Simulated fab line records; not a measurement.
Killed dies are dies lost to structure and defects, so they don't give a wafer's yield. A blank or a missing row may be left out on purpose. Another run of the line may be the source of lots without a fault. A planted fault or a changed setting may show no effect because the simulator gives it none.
Matching of chambers :: flow n5 finfet :: 4 sister chambers for N5_GATE_CUT_CMP_43 on cmp-02
The step polishes SiO2. 20 wafers are shown with their chamber, then 10 later ones without.

== WAFERS WITH THEIR CHAMBER ==
wafer: L075.2
chamber: 1
motor current A (A): 13.3

wafer: L075.3
chamber: 2
motor current A (A): 11.7

wafer: L075.6
chamber: 0
motor current A (A): 11.1

wafer: L076.1
chamber: 2
motor current A (A): 12.1

wafer: L076.2
chamber: 0
motor current A (A): 11.5

wafer: L076.4
chamber: 1
motor current A (A): 13.0

wafer: L078.1
chamber: 1
motor current A (A): 12.6

wafer: L078.4
chamber: 0
motor current A (A): 11.6

wafer: L078.6
chamber: 2
motor current A (A): 11.5

wafer: L079.1
chamber: 1
motor current A (A): 13.0

wafer: L079.3
chamber: 2
motor current A (A): 11.6

wafer: L079.5
chamber: 1
motor current A (A): 13.2

wafer: L081.2
chamber: 2
motor current A (A): 11.3

wafer: L081.5
chamber: 2
motor current A (A): 11.6

wafer: L081.6
chamber: 3
motor current A (A): 10.7

wafer: L082.2
chamber: 1
motor current A (A): 14.4

wafer: L082.3
chamber: 3
motor current A (A): 10.3

wafer: L082.5
chamber: 2
motor current A (A): 11.1

wafer: L084.2
chamber: 1
motor current A (A): 13.0

wafer: L084.4
chamber: 3
motor current A (A): 11.0

SIGNATURES (means of the wafers above)
reading: motor current A
chamber 0: 11.400
chamber 1: 13.214
chamber 2: 11.557
chamber 3: 10.667
scatter within a chamber: 0.427
Rule: for each reading, subtract the chamber's mean from the wafer's reading, divide by that reading's scatter and square the result; add these up over the readings and take the root, which gives the wafer's distance from the chamber. The wafer belongs to the nearest chamber; if the next one is less than 2 further off, it can't be placed. The scatter: the root of (the sum of the squares of (reading less its chamber's mean) over the shown wafers, divided by (wafers less chambers)).

== WAFERS WITH NO CHAMBER GIVEN ==
wafer: L084.5
motor current A (A): 13.7

wafer: L085.2
motor current A (A): 11.6

wafer: L085.3
motor current A (A): 11.4

wafer: L085.4
motor current A (A): 10.7

wafer: L088.1
motor current A (A): 11.8

wafer: L088.2
motor current A (A): 12.6

wafer: L088.4
motor current A (A): 10.7

wafer: L089.2
motor current A (A): 11.6

wafer: L089.3
motor current A (A): 10.6

wafer: L089.5
motor current A (A): 11.2

== EACH ONE'S CHAMBER ==
wafer: L084.5
from the rows above: 1
in truth: 1

wafer: L085.2
from the rows above: can't be placed: 2 or 0
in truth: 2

wafer: L085.3
from the rows above: can't be placed: 0 or 2 or 3
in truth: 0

wafer: L085.4
from the rows above: can't be placed: 3 or 0 or 2
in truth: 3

wafer: L088.1
from the rows above: can't be placed: 2 or 0
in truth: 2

wafer: L088.2
from the rows above: can't be placed: 1 or 2 or 0
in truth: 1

wafer: L088.4
from the rows above: can't be placed: 3 or 0 or 2
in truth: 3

wafer: L089.2
from the rows above: can't be placed: 2 or 0
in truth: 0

wafer: L089.3
from the rows above: can't be placed: 3 or 0
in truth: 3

wafer: L089.5
from the rows above: can't be placed: 0 or 2 or 3
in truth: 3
Placed correctly: 1 of 10. Can't be placed from these rows: 9 (the true chamber is among the candidates in 9). 0 placed wrongly.
